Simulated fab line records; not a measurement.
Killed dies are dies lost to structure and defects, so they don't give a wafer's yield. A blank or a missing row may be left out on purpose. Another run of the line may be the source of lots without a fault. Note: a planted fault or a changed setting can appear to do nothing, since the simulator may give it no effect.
Problem report in the 8D (eight disciplines) form, filled by code | flow n5_finfet | the parts of the form that need people (team, actions taken, sign-off) are left out

## 1. PROBLEM STATEMENT
Across 6 wafers from 2 lots, RS_SD_N at N5_SD_ACTIVATION_RS_MEAS_03 averages 27.6 ohm/sq, while fault-free wafers read 22.0 ohm/sq with a standard deviation of 0.31. Relative to the usual mean, that is a shift of +18 standard deviations.
The step: measures by four-point-probe.
First seen on wafer L859.3, day 7 01:10, on film_metro-01. Wafers with a number at this step in the record: 27, from 9 lots. The rule behind "out" and "out of limits": a value lying over 4 standard deviations away from the usual mean. The other wafers with a number count as sound.

## 2. WHAT THIS IS AND IS NOT
question                    | is                     | is not
which readings at this step | RS_SD_N                | -
which lots                  | L859, L861             | L846, L848, L850, L851, L853, L854, L868
which wafers of those lots  | all that have a number | -
read on which gauges        | film_metro-01          | film_metro-02
when                        | from day 7 01:10       | up to then (18 sound wafers); but 3 sound wafers of L868 came after

## 3. THE SUSPECTS, EACH WITH WHAT RULES IT OUT
Counting: any tool at a process step up to the reading is kept as a suspect provided that every lot that is out went through it and no sound lot did after the first of them.
- the gauge at N5_SD_ACTIVATION_RS_MEAS_03 is ruled out. All the wafers that are out were read on film_metro-01, but those of them that N5_SD_ACTIVATION_LSA_01 has rows for are out there too, on other tools.
- laser_anneal-02 at N5_SD_ACTIVATION_LSA_01 (time 0.0008 s): kept. All lots that are out passed through it, beginning with L859 at day 7 00:59, and no sound lot followed; its final sound lot before that point was L854 at day 6 00:03. Its own readings are out on those wafers: wafer_temp_C_max.
The count leaves laser_anneal-02 at N5_SD_ACTIVATION_LSA_01.

## 4. THE CAUSE (what the simulator had put in)
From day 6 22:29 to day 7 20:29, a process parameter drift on laser_anneal-02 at N5_SD_ACTIVATION_LSA_01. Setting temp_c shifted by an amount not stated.
Counting left only this tool.

## 5. SEQUENCE OF EFFECTS, ordered by route
Rows list readings where the struck wafers' mean (over those with a number) sits beyond 3 standard deviations from the usual. Only readings for which the record gives a usual standard deviation are gone through. hours: the time from each lot's start at the first step in this table that gives one to its start at this step, as a median over the lots. sigmas: the change in usual standard deviations.
hours | step                        | reading          | usual        | on struck wafers | change | sigmas
0     | N5_SD_ACTIVATION_LSA_01     | wafer_temp_C_max | 1085.7       | 1028.0           | -57.7  | -52
0     | N5_SD_ACTIVATION_RS_MEAS_03 | RS_SD_N          | 22.0 ohm/sq  | 27.6             | +5.6   | +18
108   | N5_BEOL_M4_RC_MEAS_101      | RC_DENSE_N       | 19.1 ohm.um  | 23.8             | +4.7   | +13
108   | N5_BEOL_M4_RC_MEAS_101      | RC_N             | 15.57 ohm.um | 19.38            | +3.81  | +14
108   | N5_BEOL_M4_RC_MEAS_101      | REXT_N           | 75.3 ohm.um  | 85.0             | +9.7   | +6.5
108   | N5_BEOL_M4_RC_MEAS_101      | RS_SD_N          | 28.5 ohm/sq  | 34.6             | +6.1   | +17
Process steps it contains:
- N5_SD_ACTIVATION_LSA_01: time 0.0008 s.
Later measuring or inspecting steps at which every struck wafer that the step has a row for has a number for every such reading, and none has moved that far: N5_ILD0_THK_MEAS_08.

## 6. HOW IT WOULD HAVE BEEN CAUGHT EARLIER
The first out-of-limits reading at a measuring or inspecting step in this record came at day 7 01:10, 3 hours after the fault's start at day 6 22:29.
At N5_SD_ACTIVATION_LSA_01, the tool's own readings (wafer_temp_C_max) were out on each struck wafer the step has a row for, so an alarm limit on them would have fired on the first such wafer.
Lots out: 2; of these, L861 started N5_SD_ACTIVATION_LSA_01 on laser_anneal-02 after day 7 01:10. A tool hold placed at that time would have kept it from harm.
